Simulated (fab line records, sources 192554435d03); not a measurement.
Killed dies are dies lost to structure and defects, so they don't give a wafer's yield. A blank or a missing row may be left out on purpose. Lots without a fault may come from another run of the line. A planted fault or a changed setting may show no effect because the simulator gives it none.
Which tool did it? | flow n5_finfet | 8 lots, 24 wafers sampled, at 9 steps of a route of 1938

WHAT THE GAUGES READ, wafer by wafer
N5_DUMMY_GATE_CD_MEAS_24: target cd 15 nm.
lot  | measured    | on        | cd_nm (nm)
L944 | day 3 03:14 | cd_sem-01 | 14.7 15.4 14.8
L945 | day 3 10:03 | cd_sem-02 | 15.1 15.2 15.0
L953 | day 5 07:08 | cd_sem-01 | 15.1 15.1 14.8
L956 | day 6 06:16 | cd_sem-01 | 15.3 15.9 14.9
L957 | day 6 06:23 | cd_sem-01 | 14.6 15.4 14.8
L960 | day 7 10:55 | cd_sem-03 | 15.0 15.4 14.9
L965 | day 8 05:28 | cd_sem-01 | 14.8 14.6 14.9
L966 | day 8 14:25 | cd_sem-03 | 14.9 14.8 14.8

N5_SPACER0_INSPECT_04: inspects for defects (darkfield).
lot  | measured    | on                | raw_defect_count
L944 | day 3 04:38 | defect_inspect-02 | 182 121 122
L945 | day 3 10:56 | defect_inspect-01 | 106 96 122
L953 | day 5 08:01 | defect_inspect-02 | 854 933 878
L956 | day 6 07:23 | defect_inspect-02 | 829 850 851
L957 | day 6 07:55 | defect_inspect-01 | 155 127 109
L960 | day 7 11:49 | defect_inspect-02 | 116 113 114
L965 | day 8 06:23 | defect_inspect-02 | 100 100 166
L966 | day 8 15:29 | defect_inspect-01 | 208 141 138

N5_SD_EPI_N_INSPECT_11: inspects for defects (macro).
lot  | measured    | on                | raw_defect_count
L944 | day 3 04:57 | defect_inspect-01 | 4 1 0
L945 | day 3 11:23 | defect_inspect-02 | 2 1 5
L953 | day 5 08:20 | defect_inspect-02 | >300 >300 >300
L956 | day 6 07:43 | defect_inspect-01 | >300 >300 >300
L957 | day 6 08:23 | defect_inspect-02 | 3 2 0
L960 | day 7 12:08 | defect_inspect-02 | 3 1 4
L965 | day 8 06:50 | defect_inspect-01 | 2 2 2
L966 | day 8 15:56 | defect_inspect-01 | 1 3 1

N5_SD_EPI_N_INSPECT_26: inspects for defects (darkfield).
lot  | measured    | on                | raw_defect_count
L944 | day 3 09:41 | defect_inspect-01 | 264 211 195
L945 | day 3 16:18 | defect_inspect-01 | 179 148 197
L953 | day 5 13:35 | defect_inspect-02 | 926 1007 957
L956 | day 6 11:45 | defect_inspect-01 | 891 936 932
L957 | day 6 12:23 | defect_inspect-01 | 220 201 156
L960 | day 7 16:13 | defect_inspect-01 | 185 171 189
L965 | day 8 11:36 | defect_inspect-02 | 147 157 244
L966 | day 8 20:07 | defect_inspect-02 | 255 191 231

N5_SD_EPI_P_INSPECT_26: inspects for defects (darkfield).
lot  | measured    | on                | raw_defect_count
L944 | day 3 14:44 | defect_inspect-01 | 200 150 112
L945 | day 3 22:00 | defect_inspect-01 | 150 156 193
L953 | day 5 17:48 | defect_inspect-02 | 932 963 937
L956 | day 6 16:07 | defect_inspect-01 | 862 857 917
L957 | day 6 16:44 | defect_inspect-01 | 198 230 207
L960 | day 7 22:26 | defect_inspect-01 | 176 146 156
L965 | day 8 15:53 | defect_inspect-01 | 129 154 188
L966 | day 9 00:43 | defect_inspect-01 | 173 155 177

N5_BEOL_M4_RC_MEAS_101.
lot  | measured     | on        | DIBL_N (mV/V)  | DIBL_P (mV/V)  | IOFF_N (nA/um)    | IOFF_P (nA/um) | ION_N (uA/um) | ION_P (uA/um) | SS_N (mV/dec)  | SS_P (mV/dec)  | VT_N (mV)         | VT_P (mV)
L944 | day 9 10:20  | prober-01 | 38.5 37.8 37.9 | 39.9 36.8 37.4 | 0.219 0.196 0.190 | 0.27 0.21 0.21 | 677 677 665   | 463 455 452   | 71.9 72.8 72.8 | 75.0 73.8 74.1 | 242.7 249.7 250.0 | -249 -251 -253
L945 | day 9 11:25  | prober-01 | 34.4 33.5 34.8 | 34.7 33.8 35.7 | 0.131 0.116 0.143 | 0.20 0.19 0.22 | 649 652 674   | 451 456 473   | 71.3 70.9 71.7 | 73.2 73.1 73.1 | 250.7 254.2 250.6 | -249 -249 -248
L953 | day 11 04:08 | prober-01 | 38.3 34.2 35.1 | 38.8 35.3 35.8 | 0.204 0.135 0.141 | 0.30 0.23 0.24 | 678 686 667   | 472 482 473   | 72.6 71.4 71.6 | 74.8 73.7 73.9 | 246.1 250.5 250.7 | -246 -246 -246
L956 | day 12 12:55 | prober-02 | 38.2 33.7 36.4 | 38.0 33.5 36.1 | 0.187 0.113 0.148 | 0.21 0.15 0.18 | 678 663 675   | 465 456 452   | 72.9 70.5 71.4 | 73.3 71.4 73.2 | 248.1 253.5 250.3 | -250 -253 -253
L957 | day 12 22:19 | prober-01 | 36.3 35.3 37.1 | 36.4 35.0 36.8 | 0.150 0.140 0.162 | 0.20 0.18 0.21 | 664 671 683   | 454 454 460   | 71.9 71.2 71.9 | 73.8 72.8 73.5 | 249.2 251.6 251.9 | -253 -254 -253
L960 | day 13 14:19 | prober-02 | 37.2 35.7 38.0 | 36.5 33.7 36.4 | 0.184 0.157 0.185 | 0.24 0.20 0.23 | 702 689 687   | 483 468 467   | 71.8 71.6 72.3 | 73.5 72.7 73.7 | 245.4 246.4 245.8 | -248 -250 -250
L965 | day 14 17:02 | prober-01 | 36.4 37.4 35.7 | 37.0 37.0 35.5 | 0.159 0.168 0.139 | 0.23 0.22 0.21 | 691 676 679   | 473 466 472   | 70.7 71.6 71.5 | 73.3 73.9 73.3 | 250.1 248.1 253.4 | -250 -250 -250
L966 | day 14 22:58 | prober-02 | 37.2 35.6 36.6 | 37.9 36.8 37.2 | 0.162 0.142 0.151 | 0.22 0.20 0.22 | 671 679 670   | 459 464 461   | 72.3 71.2 71.8 | 73.8 72.9 73.7 | 250.7 250.5 252.0 | -250 -249 -248

WHICH TOOL RAN EACH LOT (tool, then ch and the chambers of the sampled wafers, then the start)
lot  | N5_DUMMY_GATE_ETCH_32           | N5_DUMMY_GATE_ETCH_44           | N5_SPACER0_ALD_08
L944 | rie_si-04 ch 1,2, day 3 03:02   | rie_si-04 ch 1,2, day 3 03:07   | ald_sin-03 ch 1,2,3, day 3 04:28
L945 | rie_si-02 ch 1,2, day 3 09:51   | rie_si-02 ch 1,2, day 3 09:56   | ald_sin-04 ch 2,3, day 3 10:47
L953 | rie_si-04 ch 0,2,3, day 5 06:56 | rie_si-04 ch 0,2,3, day 5 07:01 | ald_sin-02 ch 2,3, day 5 07:52
L956 | rie_si-01 ch 0,1,3, day 6 06:04 | rie_si-01 ch 0,1,3, day 6 06:10 | ald_sin-02 ch 0,1,3, day 6 07:14
L957 | rie_si-02 ch 1,2, day 6 06:11   | rie_si-02 ch 1,2, day 6 06:16   | ald_sin-04 ch 2,3, day 6 07:46
L960 | rie_si-01 ch 0,1,2, day 7 10:43 | rie_si-01 ch 0,1,2, day 7 10:49 | ald_sin-04 ch 0,1,3, day 7 11:39
L965 | rie_si-01 ch 0,1,3, day 8 05:17 | rie_si-01 ch 0,1,3, day 8 05:22 | ald_sin-03 ch 0,2,3, day 8 06:13
L966 | rie_si-01 ch 0,1,2, day 8 14:13 | rie_si-01 ch 0,1,2, day 8 14:18 | ald_sin-02 ch 2,3, day 8 15:19
- N5_DUMMY_GATE_ETCH_32: etches SiO2 in CF4, target depth 3.5 nm, time 3.9 s.
- N5_DUMMY_GATE_ETCH_44: etches poly-Si in HBr/O2, stops on SiO2, target depth 127.5 nm.
- N5_SPACER0_ALD_08: deposits SiNx, target thk 2 nm.

WHAT THE TOOLS THEMSELVES READ (means of the sampled wafers that have a number; where no wafer has one, the mark that the record gives instead)
N5_DUMMY_GATE_ETCH_32.
lot  | tool      | drypump_motor_current_A (A) | oes_product_au (a.u.) | rf_fwd_power_W (W) | throttle_valve_pct (%)
L944 | rie_si-04 | 5.7                         | 0.985                 | 788.7              | 21.99
L945 | rie_si-02 | 5.1                         | 1.020                 | 791.1              | 21.47
L953 | rie_si-04 | 5.7                         | 0.998                 | 790.9              | 21.72
L956 | rie_si-01 | 5.4                         | 0.991                 | 788.5              | 21.89
L957 | rie_si-02 | 5.3                         | 1.004                 | 792.9              | 21.49
L960 | rie_si-01 | 5.7                         | 1.003                 | 789.6              | 21.76
L965 | rie_si-01 | 5.4                         | 0.993                 | 790.6              | 21.88
L966 | rie_si-01 | 5.7                         | 0.993                 | 790.3              | 21.75

N5_DUMMY_GATE_ETCH_44.
lot  | tool      | O2_flow_sccm (sccm) | drypump_motor_current_A (A) | oes_product_au (a.u.) | rf_fwd_power_W (W) | throttle_valve_pct (%)
L944 | rie_si-04 | 9.97                | 5.7                         | 0.712                 | 396.3              | 18.62
L945 | rie_si-02 | 9.99                | 5.2                         | 0.732                 | 397.3              | 18.32
L953 | rie_si-04 | 10.00               | 5.7                         | 0.732                 | 398.2              | 18.40
L956 | rie_si-01 | 9.98                | 5.4                         | 0.737                 | 397.9              | 18.53
L957 | rie_si-02 | 10.00               | 5.3                         | 0.733                 | 397.1              | 18.24
L960 | rie_si-01 | 10.02               | 5.7                         | 0.743                 | 398.2              | 18.49
L965 | rie_si-01 | 9.96                | 5.4                         | 0.730                 | 397.2              | 18.53
L966 | rie_si-01 | 10.00               | 5.7                         | 0.739                 | 397.3              | 18.48

N5_SPACER0_ALD_08.
lot  | tool       | heater_power_w (W)
L944 | ald_sin-03 | 828
L945 | ald_sin-04 | 928
L953 | ald_sin-02 | 922
L956 | ald_sin-02 | 882
L957 | ald_sin-04 | 833
L960 | ald_sin-04 | 822
L965 | ald_sin-03 | 830
L966 | ald_sin-02 | 955

THE ANSWER, worked out from the rows above alone
Rule: what is usual is taken from the lots themselves. Put in order of their means at a reading, lots are off if they are a third of the lots or fewer, leave a main group of 4 or more, and stand apart from it by a gap of 3 or more times the standard deviation of the main group's means; of several such gaps the widest counts. A main group whose means are all the same, to the digits that the tables above print for the reading, isn't used. A lot without any number at a reading at which 4 lots or more have one is off too. The other lots that the step has rows for count as sound. The gauges are gone through in route order, then the tools' own readings, and for those a lot's mean is taken as printed above. The first step at which some lot is off is used, and at that step the reading that is off furthest; a lot without a number counts as furthest.
Off: L953, L956, at N5_SPACER0_INSPECT_04 (raw_defect_count). The main group: mean 130, standard deviation 18.
A tool fits if, at a process step before that reading, it ran every lot that is off, and no sound lot after the first of them. The gauges at N5_SPACER0_INSPECT_04 are tried like those tools. None of those tried fits.

WHAT THE SIMULATOR HAD PUT IN
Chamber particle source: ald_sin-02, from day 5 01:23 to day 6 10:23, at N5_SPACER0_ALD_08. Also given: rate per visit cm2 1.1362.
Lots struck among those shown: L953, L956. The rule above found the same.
